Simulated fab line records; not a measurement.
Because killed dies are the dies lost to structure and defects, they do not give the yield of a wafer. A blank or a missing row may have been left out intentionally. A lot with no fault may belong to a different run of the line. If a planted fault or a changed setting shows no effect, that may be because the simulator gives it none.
fab line records	flow n5_finfet
record lots=24	wafers=72	last_day=19
route steps=1938 shown BEOL_M2@901 BEOL_M3@954
lots that met no fault: from a run of the same line without faults
start_h: the number of hours between the record's first day and the start of the first shown wafer of the lot	wait_h: hours since the lot's step before	" the same as in the row above	L1.1+2: one row covering several wafers at once	- no value, or no start was given	* or withheld: withheld	< > ~ a bound
route shown NAME@n: a module of which the file shows steps, and the number in the route of the first	usual: average and standard deviation across the fault-free wafers	same: alike in all rows	chamber/n: place in a boat	sites: readings site by site	_std_site: how widely they spread, as a standard deviation	_edge_site: mean of outer sites minus mean of inner sites	radius_mm: for every site, how far away it sits from the centre of the wafer	mask NAME#n: copy n	behind: the most recent tool/chamber to have shaped the wafer	hold: reason for holding the lot/hours on hold/outcome of the hold	device: whichever transistor did not switch (one of n, p or np)	end of line: tests run on the same wafers once the route is complete	where a step has no rows: the recipe by itself	killed: not the wafer's yield, but the dies lost to structure and defects at the first sort	map: the dies of a wafer, with x for killed, . for not killed, _ for no die there
set.NAME: the setting the step ran with; set.NAME@STEP: the setting that earlier step ran with	model.NAME: the simulator's own value behind a step, which no gauge read
route steps across a sampled set of lots; one table per step, one row per wafer
services: a tool's chamber out of use, with start hour (start_h, from the record's first day; less than 0 if before it), hours out, and reason
## steps
# step N5_BEOL_M2_ALD_84
# recipe material=TaN	target_thk_a=*	temp_c=275	ald_precursor_family=PDMAT	ald_co_reactant=NH3	pressure_torr=3	carrier_flow_sccm=1500	pulse_time_s=2	purge_time_s=3	co_reactant_purge_time_s=2	co_reactant_pulse_time_s=3	ald_cycles=30	precursor_vessel_temp_c=75	precursor_vessel_pressure_torr=26.25	precursor_vessel_carrier_sccm=1000
# usual heater_power_w=430/38
lot.wafer	tool	chamber	start_h	wait_h	heater_power_w
L074.1	ald_metal-01	1	155.25	0.0	444
L074.3	"	0	"	"	489
L074.5	"	0	"	"	488
L075.1	ald_metal-03	3	162.00	0.1	420
L075.3	"	2	"	"	440
L075.6	"	0	"	"	357
L076.2	ald_metal-01	2	162.50	0.0	467
L076.3	"	0	"	"	471
L076.5	"	1	"	"	444
L077.2	ald_metal-01	1	166.61	0.0	440
L077.4	"	0	"	"	490
L077.6	"	1	"	"	449
L078.1	ald_metal-03	0	178.37	0.2	365
L078.4	"	1	"	"	444
L078.6	"	0	"	"	362
L079.1	ald_metal-03	0	178.58	0.2	366
L079.2	"	1	"	"	454
L079.4	"	3	"	"	411
L080.1	ald_metal-03	0	202.91	0.0	351
L080.3	"	1	"	"	458
L080.4	"	3	"	"	419
L081.2	ald_metal-04	1	202.99	0.1	447
L081.4	"	0	"	"	419
L081.6	"	2	"	"	426
L082.1	ald_metal-03	0	205.75	0.0	358
L082.4	"	2	"	"	453
L082.6	"	1	"	"	464
L085.2	ald_metal-04	1	209.45	0.1	453
L085.4	"	0	"	"	428
L085.6	"	2	"	"	436
L083.1	ald_metal-03	1	213.91	0.1	457
L083.2	"	0	"	"	353
L083.5	"	1	"	"	456
L084.2	ald_metal-04	3	224.72	0.0	376
L084.4	"	1	"	"	448
L084.5	"	3	"	"	379
L087.3	ald_metal-04	2	232.81	0.0	419
L087.4	"	0	"	"	415
L087.5	"	1	"	"	466
L086.2	ald_metal-04	1	233.20	0.0	460
L086.4	"	2	"	"	426
L086.5	"	0	"	"	421
L089.1	ald_metal-01	3	233.22	0.0	406
L089.2	"	2	"	"	469
L089.4	"	1	"	"	445
L088.1	ald_metal-03	1	236.19	0.0	467
L088.2	"	2	"	"	459
L088.5	"	1	"	"	444
L090.1	ald_metal-03	2	240.04	0.1	457
L090.4	"	1	"	"	451
L090.6	"	0	"	"	358
L091.1	ald_metal-04	2	254.93	0.1	418
L091.2	"	3	"	"	371
L091.4	"	1	"	"	455
L092.2	ald_metal-03	2	266.94	0.0	449
L092.3	"	1	"	"	465
L092.5	"	3	"	"	408
L093.2	ald_metal-03	0	273.54	0.1	359
L093.4	"	1	"	"	455
L093.6	"	2	"	"	453
L094.3	ald_metal-01	0	273.61	0.0	486
L094.4	"	3	"	"	386
L094.5	"	0	"	"	493
L095.1	ald_metal-03	1	291.09	0.0	454
L095.3	"	2	"	"	449
L095.4	"	3	"	"	427
L096.1	ald_metal-01	0	297.06	0.1	481
L096.3	"	2	"	"	468
L096.4	"	3	"	"	397
L097.1	ald_metal-03	0	305.18	0.2	366
L097.3	"	1	"	"	450
L097.6	"	2	"	"	453
# step N5_BEOL_M2_SPUTTER_48
# recipe material=Cu	target_thk_a=45	temp_c=-20	chamber_pressure_pa=0.07	power_w=withheld	time_s=8.29
# usual throttle_valve_pct=29.8/1.3
lot.wafer	tool	chamber	start_h	wait_h	throttle_valve_pct
L074.1	pvd_sputter-02	-	155.77	0.1	30.0
L074.3	"	-	"	"	27.8
L074.5	"	-	"	"	30.4
L075.1	pvd_sputter-03	-	162.47	0.1	29.9
L075.3	"	-	"	"	31.0
L075.6	"	-	"	"	29.7
L076.2	pvd_sputter-03	-	164.31	1.1	31.0
L076.3	"	-	"	"	28.3
L076.5	"	-	"	"	30.8
L077.2	pvd_sputter-02	-	167.90	0.2	27.9
L077.4	"	-	"	"	31.0
L077.6	"	-	"	"	30.8
L078.1	pvd_sputter-03	-	178.87	0.1	30.8
L078.4	"	-	"	"	28.2
L078.6	"	-	"	"	28.2
L079.1	pvd_sputter-02	-	180.61	1.3	31.0
L079.2	"	-	"	"	28.0
L079.4	"	-	"	"	30.3
L080.1	pvd_sputter-02	-	203.47	0.1	30.2
L080.3	"	-	"	"	30.9
L080.4	"	-	"	"	27.8
L081.2	pvd_sputter-01	-	203.61	0.1	31.0
L081.4	"	-	"	"	30.5
L081.6	"	-	"	"	33.3
L082.1	pvd_sputter-02	-	206.55	0.4	30.2
L082.4	"	-	"	"	29.9
L082.6	"	-	"	"	28.1
L085.2	pvd_sputter-03	-	210.17	0.2	30.6
L085.4	"	-	"	"	29.7
L085.6	"	-	"	"	29.6
L083.1	pvd_sputter-01	-	214.37	0.1	29.4
L083.2	"	-	"	"	33.2
L083.5	"	-	"	"	30.3
L084.2	pvd_sputter-01	-	225.22	0.1	33.3
L084.4	"	-	"	"	31.4
L084.5	"	-	"	"	31.4
L087.3	pvd_sputter-02	-	233.36	0.1	30.1
L087.4	"	-	"	"	30.8
L087.5	"	-	"	"	28.0
L086.2	pvd_sputter-03	-	234.02	0.2	28.1
L086.4	"	-	"	"	30.8
L086.5	"	-	"	"	29.9
L089.1	pvd_sputter-02	-	235.20	1.3	29.9
L089.2	"	-	"	"	28.0
L089.4	"	-	"	"	29.9
L088.1	pvd_sputter-03	-	236.96	0.2	28.3
L088.2	"	-	"	"	28.1
L088.5	"	-	"	"	28.1
L090.1	pvd_sputter-03	-	240.58	0.1	28.6
L090.4	"	-	"	"	28.1
L090.6	"	-	"	"	30.7
L091.1	pvd_sputter-01	-	255.59	0.2	30.6
L091.2	"	-	"	"	29.5
L091.4	"	-	"	"	31.6
L092.2	pvd_sputter-03	-	267.46	0.1	30.6
L092.3	"	-	"	"	29.8
L092.5	"	-	"	"	29.7
L093.2	pvd_sputter-03	-	274.20	0.1	28.3
L093.4	"	-	"	"	29.9
L093.6	"	-	"	"	30.9
L094.3	pvd_sputter-02	-	275.77	1.5	30.2
L094.4	"	-	"	"	28.0
L094.5	"	-	"	"	30.3
L095.1	pvd_sputter-03	-	291.54	0.1	29.9
L095.3	"	-	"	"	28.3
L095.4	"	-	"	"	28.1
L096.1	pvd_sputter-03	-	297.58	0.1	28.6
L096.3	"	-	"	"	28.3
L096.4	"	-	"	"	30.9
L097.1	pvd_sputter-02	-	306.01	0.4	30.0
L097.3	"	-	"	"	30.0
L097.6	"	-	"	"	30.2
# step N5_BEOL_M2_SPUTTER_81
# recipe material=Cu	target_thk_a=45	temp_c=-20	chamber_pressure_pa=0.07	power_w=withheld	time_s=8.29
# usual throttle_valve_pct=29.8/1.3
lot.wafer	tool	chamber	start_h	wait_h	throttle_valve_pct
L074.1	pvd_sputter-02	-	156.21	0.1	30.0
L074.3	"	-	"	"	28.2
L074.5	"	-	"	"	30.2
L075.1	pvd_sputter-03	-	162.91	0.1	29.9
L075.3	"	-	"	"	30.6
L075.6	"	-	"	"	29.9
L076.2	pvd_sputter-03	-	164.75	0.1	30.8
L076.3	"	-	"	"	28.2
L076.5	"	-	"	"	30.7
L077.2	pvd_sputter-02	-	168.34	0.1	28.2
L077.4	"	-	"	"	30.9
L077.6	"	-	"	"	31.2
L078.1	pvd_sputter-03	-	179.31	0.1	30.7
L078.4	"	-	"	"	28.3
L078.6	"	-	"	"	28.4
L079.1	pvd_sputter-02	-	181.05	0.1	30.9
L079.2	"	-	"	"	28.2
L079.4	"	-	"	"	30.3
L080.1	pvd_sputter-02	-	203.91	0.1	30.0
L080.3	"	-	"	"	31.2
L080.4	"	-	"	"	27.9
L081.2	pvd_sputter-01	-	204.05	0.1	31.5
L081.4	"	-	"	"	30.7
L081.6	"	-	"	"	33.5
L082.1	pvd_sputter-02	-	206.99	0.1	30.3
L082.4	"	-	"	"	30.4
L082.6	"	-	"	"	28.1
L085.2	pvd_sputter-03	-	210.61	0.1	30.7
L085.4	"	-	"	"	29.9
L085.6	"	-	"	"	29.8
L083.1	pvd_sputter-01	-	214.81	0.1	29.2
L083.2	"	-	"	"	33.4
L083.5	"	-	"	"	30.7
L084.2	pvd_sputter-01	-	225.66	0.1	33.4
L084.4	"	-	"	"	31.4
L084.5	"	-	"	"	31.1
L087.3	pvd_sputter-02	-	233.80	0.1	30.1
L087.4	"	-	"	"	30.9
L087.5	"	-	"	"	28.1
L086.2	pvd_sputter-03	-	234.46	0.1	28.3
L086.4	"	-	"	"	31.1
L086.5	"	-	"	"	29.7
L089.1	pvd_sputter-02	-	235.64	0.1	30.1
L089.2	"	-	"	"	28.0
L089.4	"	-	"	"	30.1
L088.1	pvd_sputter-03	-	237.40	0.1	28.3
L088.2	"	-	"	"	28.0
L088.5	"	-	"	"	28.2
L090.1	pvd_sputter-03	-	241.02	0.1	28.3
L090.4	"	-	"	"	28.0
L090.6	"	-	"	"	30.9
L091.1	pvd_sputter-01	-	256.03	0.1	30.5
L091.2	"	-	"	"	29.3
L091.4	"	-	"	"	31.3
L092.2	pvd_sputter-03	-	267.90	0.1	31.1
L092.3	"	-	"	"	29.8
L092.5	"	-	"	"	30.0
L094.3	pvd_sputter-02	-	276.27	0.1	30.1
L094.4	"	-	"	"	28.2
L094.5	"	-	"	"	30.0
L093.2	pvd_sputter-03	-	280.04	0.1	28.3
L093.4	"	-	"	"	29.9
L093.6	"	-	"	"	30.7
L095.1	pvd_sputter-03	-	291.98	0.1	30.1
L095.3	"	-	"	"	28.3
L095.4	"	-	"	"	28.0
L096.1	pvd_sputter-03	-	298.02	0.1	28.3
L096.3	"	-	"	"	28.3
L096.4	"	-	"	"	30.9
L097.1	pvd_sputter-02	-	306.45	0.1	29.9
L097.3	"	-	"	"	29.9
L097.6	"	-	"	"	30.3
# step N5_BEOL_M2_ANNEAL_87
# recipe temp_c=400	time_s=240	ambient=vacuum
# usual heater_power_w=779/71
lot.wafer	tool	chamber	start_h	wait_h	heater_power_w
L074.1	pvd_sputter-02	-	156.51	0.0	862
L074.3	"	-	"	"	793
L074.5	"	-	"	"	768
L075.1	pvd_sputter-03	-	163.21	0.0	763
L075.3	"	-	"	"	761
L075.6	"	-	"	"	742
L076.2	pvd_sputter-03	-	165.05	0.0	765
L076.3	"	-	"	"	833
L076.5	"	-	"	"	740
L077.2	pvd_sputter-02	-	168.64	0.0	789
L077.4	"	-	"	"	654
L077.6	"	-	"	"	669
L078.1	pvd_sputter-03	-	179.61	0.0	750
L078.4	"	-	"	"	830
L078.6	"	-	"	"	826
L079.1	pvd_sputter-02	-	181.35	0.0	661
L079.2	"	-	"	"	779
L079.4	"	-	"	"	861
L080.1	pvd_sputter-02	-	204.21	0.0	749
L080.3	"	-	"	"	655
L080.4	"	-	"	"	791
L081.2	pvd_sputter-01	-	204.35	0.0	641
L081.4	"	-	"	"	757
L081.6	"	-	"	"	882
L082.1	pvd_sputter-02	-	207.29	0.0	880
L082.4	"	-	"	"	743
L082.6	"	-	"	"	791
L085.2	pvd_sputter-03	-	210.91	0.0	755
L085.4	"	-	"	"	765
L085.6	"	-	"	"	764
L083.1	pvd_sputter-01	-	215.11	0.0	964
L083.2	"	-	"	"	874
L083.5	"	-	"	"	741
L084.2	pvd_sputter-01	-	225.96	0.0	897
L084.4	"	-	"	"	640
L084.5	"	-	"	"	670
L087.3	pvd_sputter-02	-	234.10	0.0	866
L087.4	"	-	"	"	651
L087.5	"	-	"	"	784
L086.2	pvd_sputter-03	-	234.76	0.0	819
L086.4	"	-	"	"	763
L086.5	"	-	"	"	746
L089.1	pvd_sputter-02	-	235.94	0.0	736
L089.2	"	-	"	"	788
L089.4	"	-	"	"	833
L088.1	pvd_sputter-03	-	237.70	0.0	820
L088.2	"	-	"	"	853
L088.5	"	-	"	"	842
L090.1	pvd_sputter-03	-	241.32	0.0	810
L090.4	"	-	"	"	847
L090.6	"	-	"	"	761
L091.1	pvd_sputter-01	-	256.33	0.0	777
L091.2	"	-	"	"	931
L091.4	"	-	"	"	655
L092.2	pvd_sputter-03	-	268.20	0.0	769
L092.3	"	-	"	"	752
L092.5	"	-	"	"	750
L094.3	pvd_sputter-02	-	276.61	0.0	770
L094.4	"	-	"	"	784
L094.5	"	-	"	"	760
L093.2	pvd_sputter-03	-	280.34	0.0	814
L093.4	"	-	"	"	753
L093.6	"	-	"	"	757
L095.1	pvd_sputter-03	-	292.28	0.0	750
L095.3	"	-	"	"	830
L095.4	"	-	"	"	823
L096.1	pvd_sputter-03	-	298.32	0.0	813
L096.3	"	-	"	"	835
L096.4	"	-	"	"	756
L097.1	pvd_sputter-02	-	306.75	0.0	872
L097.3	"	-	"	"	748
L097.6	"	-	"	"	762
# step N5_BEOL_M3_HM_OPEN_17
# recipe chemistry=Cl2/BCl3	target_depth_a=200	overetch_a=60	target=TiN	mask_material=SOC	ion_energy_ev=150	pressure_mtorr=10	icp_w=1000	bias_w=126	Cl2_flow_sccm=53.25	bcl3_flow_sccm=21.75	Ar_flow_sccm=25
# usual drypump_motor_current_A=5.5/0.35	oes_product_au=0.58/0.036	rf_fwd_power_W=994/3.8	throttle_valve_pct=22.3/0.32
lot.wafer	tool	chamber	start_h	wait_h	drypump_motor_current_A	oes_product_au	rf_fwd_power_W	rf_hours_counter_h	throttle_valve_pct
L074.1	rie_metal-01	0	163.87	0.0	5.6	0.56	992	84	22.3
L074.3	"	1	"	"	5.3	0.61	1000	-	22.0
L074.5	"	1	"	"	5.3	0.59	997	-	22.0
L075.1	rie_metal-02	0	167.15	0.0	6.0	0.57	993	100	23.0
L075.3	"	0	"	"	6.0	0.57	989	-	23.0
L075.6	"	0	"	"	6.0	0.57	993	-	23.0
L076.2	rie_metal-01	0	172.92	0.0	5.5	0.57	991	84	22.3
L076.3	"	0	"	"	5.6	0.56	991	-	22.3
L076.5	"	0	"	"	5.6	0.57	990	-	22.3
L077.2	rie_metal-02	1	177.76	0.0	5.1	0.59	993	85	22.1
L077.4	"	0	"	"	6.0	0.57	1000	-	22.9
L077.6	"	1	"	"	5.1	0.59	996	-	22.1
L078.1	rie_metal-01	0	183.55	0.0	5.6	0.56	985	86	22.3
L078.4	"	0	"	"	5.5	0.55	985	-	22.3
L078.6	"	1	"	"	5.3	0.61	999	-	22.0
L079.1	rie_metal-01	1	186.65	0.0	5.3	0.60	996	61	22.0
L079.2	"	0	"	"	5.6	0.55	1000	86	22.3
L079.4	"	0	"	"	5.6	0.55	994	-	22.3
L080.1	rie_metal-02	1	209.30	0.0	5.1	0.58	996	89	22.1
L080.3	"	0	"	"	6.0	0.56	989	-	23.0
L080.4	"	1	"	"	5.1	0.58	998	-	22.1
L081.2	rie_metal-03	0	209.52	0.0	5.3	0.54	990	108	22.6
L081.4	"	1	"	"	6.0	0.66	991	-	22.2
L081.6	"	1	"	"	6.0	0.67	995	-	22.2
L082.1	rie_metal-03	1	210.75	0.0	6.0	0.66	997	37	22.1
L082.4	"	0	"	"	5.3	0.55	993	-	22.6
L082.6	"	0	"	"	5.3	0.55	989	-	22.6
L085.2	rie_metal-01	1	218.92	0.0	5.3	0.60	991	64	22.0
L085.4	"	1	"	"	5.3	0.61	995	-	22.0
L085.6	"	0	"	"	5.6	0.55	993	-	22.3
L083.1	rie_metal-03	0	219.14	0.0	5.3	0.55	992	108	22.6
L083.2	"	1	"	"	6.0	0.67	993	38	22.2
L083.5	"	0	"	"	5.3	0.55	997	-	22.6
L084.2	rie_metal-03	1	232.02	0.0	6.0	0.66	988	39	22.1
L084.4	"	1	"	"	6.0	0.65	987	-	22.2
L084.5	"	1	"	"	6.0	0.65	989	-	22.1
L087.3	rie_metal-01	0	237.62	0.1	5.6	0.56	994	-	22.3
L087.4	"	1	"	"	5.3	0.60	996	-	22.0
L087.5	"	1	"	"	5.3	0.60	998	-	22.0
L086.2	rie_metal-03	1	240.00	0.0	6.0	0.65	989	40	22.2
L086.4	"	0	"	"	5.3	0.54	990	-	22.6
L086.5	"	1	"	"	6.0	0.65	990	-	22.2
L089.1	rie_metal-02	1	240.11	0.0	5.1	0.57	995	91	22.1
L089.2	"	0	"	"	6.0	0.56	996	107	23.0
L089.4	"	1	"	"	5.1	0.58	997	-	22.1
L088.1	rie_metal-03	0	243.67	0.0	5.2	0.55	990	111	22.5
L088.2	"	1	"	"	6.0	0.65	996	40	22.2
L088.5	"	0	"	"	5.3	0.55	988	-	22.6
L090.1	rie_metal-03	1	244.82	0.0	6.0	0.66	989	40	22.2
L090.4	"	0	"	"	5.3	0.54	991	-	22.6
L090.6	"	0	"	"	5.3	0.55	993	-	22.6
L091.1	rie_metal-02	0	259.39	0.0	6.0	0.56	996	108	23.0
L091.2	"	1	"	"	5.1	0.59	991	93	22.1
L091.4	"	0	"	"	6.0	0.56	997	-	23.0
L092.2	rie_metal-02	0	273.48	0.0	6.0	0.55	994	109	23.0
L092.3	"	0	"	"	6.0	0.55	997	-	23.0
L092.5	"	0	"	"	6.0	0.55	1001	-	23.0
L094.3	rie_metal-01	1	279.86	0.1	5.3	0.59	995	-	22.0
L094.4	"	0	"	"	5.5	0.55	990	-	22.3
L094.5	"	1	"	"	5.3	0.60	995	-	22.0
L093.2	rie_metal-01	1	284.12	0.0	5.3	0.59	1000	69	22.0
L093.4	"	1	"	"	5.3	0.59	997	-	22.0
L093.6	"	0	"	"	5.6	0.55	996	-	22.3
L095.1	rie_metal-02	1	295.81	0.0	5.1	0.57	996	97	22.1
L095.3	"	1	"	"	5.1	0.57	994	-	22.1
L095.4	"	0	"	"	6.0	0.55	1001	-	23.0
L096.1	rie_metal-02	1	303.24	0.0	5.1	0.57	995	97	22.1
L096.3	"	1	"	"	5.1	0.57	995	-	22.1
L096.4	"	1	"	"	5.1	0.57	993	-	22.1
L097.1	rie_metal-01	0	311.33	0.1	5.5	0.55	996	96	22.3
L097.3	"	1	"	"	5.3	0.59	990	-	22.0
L097.6	"	0	"	"	5.6	0.55	991	-	22.3
# step N5_BEOL_M3_STRIP_19
# recipe chemistry=O2	power_w=400	temp_c=40	pressure_mtorr=30	rf_frequency_hz=6e+07	bias_power_w=0	overash_fraction=0.2	o2_flow_sccm=225
# usual drypump_motor_current_A=5.8/0.6	oes_product_au=0.79/0.07	rf_vpp_V=3.7/0.46	showerhead_plenum_p_Torr=2.07/0.06	throttle_valve_pct=16.70/0.19
lot.wafer	tool	chamber	start_h	wait_h	drypump_motor_current_A	oes_product_au	rf_hours_counter_h	rf_vpp_V	showerhead_plenum_p_Torr	throttle_valve_pct
L074.1	rie_diel-02	1	163.99	0.1	6.4	0.74	157	3.9	2.18	16.38
L074.3	"	2	"	"	6.5	0.81	72	4.1	2.04	16.52
L074.5	"	3	"	"	6.8	0.82	-	3.5	2.04	16.99
L075.1	rie_diel-02	0	167.29	0.1	5.4	0.88	49	2.7	2.13	16.44
L075.3	"	1	"	"	6.4	0.74	158	3.9	2.17	16.38
L075.6	"	0	"	"	5.4	0.88	-	3.5	2.13	16.42
L076.2	rie_diel-04	3	173.03	0.1	5.6	0.78	122	4.1	2.03	16.81
L076.3	"	1	"	"	5.1	0.88	37	4.4	2.14	16.73
L076.5	"	0	"	"	6.0	0.91	-	3.7	2.05	16.50
L077.2	rie_diel-06	3	177.88	0.1	4.9	0.74	153	3.7	2.09	16.73
L077.4	"	1	"	"	6.0	0.71	198	3.3	2.17	17.00
L077.6	"	3	"	"	4.9	0.74	-	3.4	2.09	16.72
L078.1	rie_diel-06	1	183.66	0.1	6.0	0.71	199	3.7	2.17	17.01
L078.4	"	0	"	"	6.5	0.94	14	2.8	2.15	16.52
L078.6	"	3	"	"	5.0	0.73	-	3.0	2.09	16.73
L079.1	rie_diel-04	2	186.76	0.1	5.2	0.70	198	3.2	2.00	16.78
L079.2	"	3	"	"	5.6	0.77	126	4.4	2.03	16.81
L079.4	"	1	"	"	5.1	0.87	41	3.6	2.14	16.74
L080.1	rie_diel-02	3	209.50	0.2	6.8	0.80	101	4.6	2.03	17.04
L080.3	"	1	"	"	6.4	0.73	171	4.3	2.17	16.40
L080.4	"	0	"	"	5.4	0.86	62	4.2	2.12	16.46
L081.2	rie_diel-04	0	209.66	0.1	6.0	0.90	40	3.2	2.05	16.50
L081.4	"	2	"	"	5.2	0.69	206	2.1	2.00	16.79
L081.6	"	2	"	"	5.2	0.69	-	3.4	2.00	16.77
L082.1	rie_diel-02	2	210.87	0.1	6.5	0.80	82	3.5	2.04	16.54
L082.4	"	0	"	"	5.4	0.85	63	3.7	2.12	16.45
L082.6	"	1	"	"	6.4	0.72	-	3.4	2.17	16.39
L085.2	rie_diel-04	0	219.03	0.1	6.0	0.89	43	4.0	2.05	16.53
L085.4	"	1	"	"	5.1	0.86	51	4.2	2.13	16.74
L085.6	"	1	"	"	5.1	0.85	-	3.6	2.13	16.76
L083.1	rie_diel-04	3	219.25	0.1	5.6	0.78	137	3.8	2.02	16.83
L083.2	"	0	"	"	6.0	0.89	43	4.5	2.05	16.52
L083.5	"	2	"	"	5.2	0.69	-	3.1	1.99	16.79
L084.2	rie_diel-04	3	232.13	0.1	5.6	0.76	140	4.0	2.02	16.84
L084.4	"	2	"	"	5.2	0.68	-	4.1	1.99	16.81
L084.5	"	0	"	"	6.0	0.89	-	4.6	2.05	16.53
L087.3	rie_diel-06	0	237.74	0.1	6.5	0.89	30	3.7	2.14	16.54
L087.4	"	1	"	"	6.0	0.69	212	3.9	2.16	17.02
L087.5	"	2	"	"	5.7	0.75	-	4.1	2.00	16.79
L086.2	rie_diel-06	0	240.11	0.1	6.5	0.90	31	4.1	2.15	16.54
L086.4	"	1	"	"	6.0	0.69	212	3.5	2.16	17.04
L086.5	"	0	"	"	6.5	0.89	-	3.1	2.14	16.54
L089.1	rie_diel-06	0	240.22	0.1	6.5	0.89	31	4.0	2.14	16.53
L089.2	"	2	"	"	5.7	0.75	155	3.3	2.00	16.78
L089.4	"	3	"	"	4.9	0.73	172	3.4	2.08	16.76
L088.1	rie_diel-04	2	243.80	0.1	5.2	0.69	216	3.9	1.99	16.81
L088.2	"	1	"	"	5.1	0.86	56	4.4	2.13	16.76
L088.5	"	0	"	"	6.0	0.88	-	4.0	2.05	16.50
L090.1	rie_diel-02	3	244.93	0.1	6.8	0.80	111	3.7	2.03	17.05
L090.4	"	1	"	"	6.4	0.72	178	3.5	2.17	16.40
L090.6	"	1	"	"	6.4	0.72	-	3.9	2.17	16.40
L091.1	rie_diel-02	3	259.50	0.1	6.8	0.79	116	4.2	2.03	17.05
L091.2	"	0	"	"	5.4	0.83	76	3.6	2.12	16.48
L091.4	"	2	"	"	6.5	0.79	97	3.2	2.04	16.57
L092.2	rie_diel-06	2	273.59	0.1	5.7	0.75	163	3.3	1.99	16.81
L092.3	"	0	"	"	6.5	0.87	39	3.2	2.14	16.55
L092.5	"	2	"	"	5.7	0.74	-	3.3	1.99	16.80
L094.3	rie_diel-06	0	279.94	0.1	6.5	0.89	41	3.5	2.14	16.55
L094.4	"	1	"	"	6.0	0.69	222	3.8	2.16	17.03
L094.5	"	3	"	"	4.9	0.73	-	3.7	2.08	16.78
L093.2	rie_diel-04	1	284.27	0.1	5.1	0.82	68	3.8	2.13	16.78
L093.4	"	0	"	"	6.0	0.86	62	4.0	2.04	16.54
L093.6	"	0	"	"	6.0	0.87	-	3.2	2.04	16.54
L095.1	rie_diel-02	1	295.92	0.1	6.4	0.71	194	3.1	2.16	16.44
L095.3	"	0	"	"	5.4	0.81	87	3.6	2.11	16.50
L095.4	"	2	"	"	6.5	0.77	106	2.7	2.03	16.59
L096.1	rie_diel-02	0	303.44	0.2	5.4	0.82	89	3.6	2.11	16.51
L096.3	"	2	"	"	6.5	0.77	109	3.8	2.03	16.59
L096.4	"	3	"	"	6.8	0.77	129	4.1	2.02	17.07
L097.1	rie_diel-04	3	311.44	0.1	5.6	0.75	160	3.2	2.01	16.87
L097.3	"	1	"	"	5.1	0.82	76	3.8	2.12	16.80
L097.6	"	1	"	"	5.2	0.83	-	3.8	2.12	16.78
## services
tool	chamber	start_h	hours	kind
rie_diel-02	-	136.73	2.7	repair
rie_diel-04	-	153.50	0.6	repair
rie_diel-06	1	160.12	7.3	repair
ald_metal-01	0	166.99	8.8	repair
ald_metal-01	-	177.04	14.6	pm
rie_diel-02	2	188.45	8.4	repair
rie_metal-03	-	194.96	0.5	repair
rie_diel-06	1	198.28	9.6	repair
rie_diel-04	-	216.50	0.6	repair
rie_diel-02	1	227.08	8.1	repair
rie_diel-04	1	232.09	5.6	repair
rie_metal-01	-	245.07	1.4	pm
ald_metal-03	-	272.17	0.7	repair
rie_metal-03	0	292.77	-	clean
rie_metal-03	0	292.77	18.8	scheduled_down
rie_metal-03	0	292.77	18.8	vent_cycle
rie_diel-06	3	296.14	2.1	repair
rie_metal-02	0	303.24	-	clean
rie_metal-02	0	303.24	22.1	scheduled_down
rie_metal-02	0	303.24	22.1	vent_cycle
## key
fault none
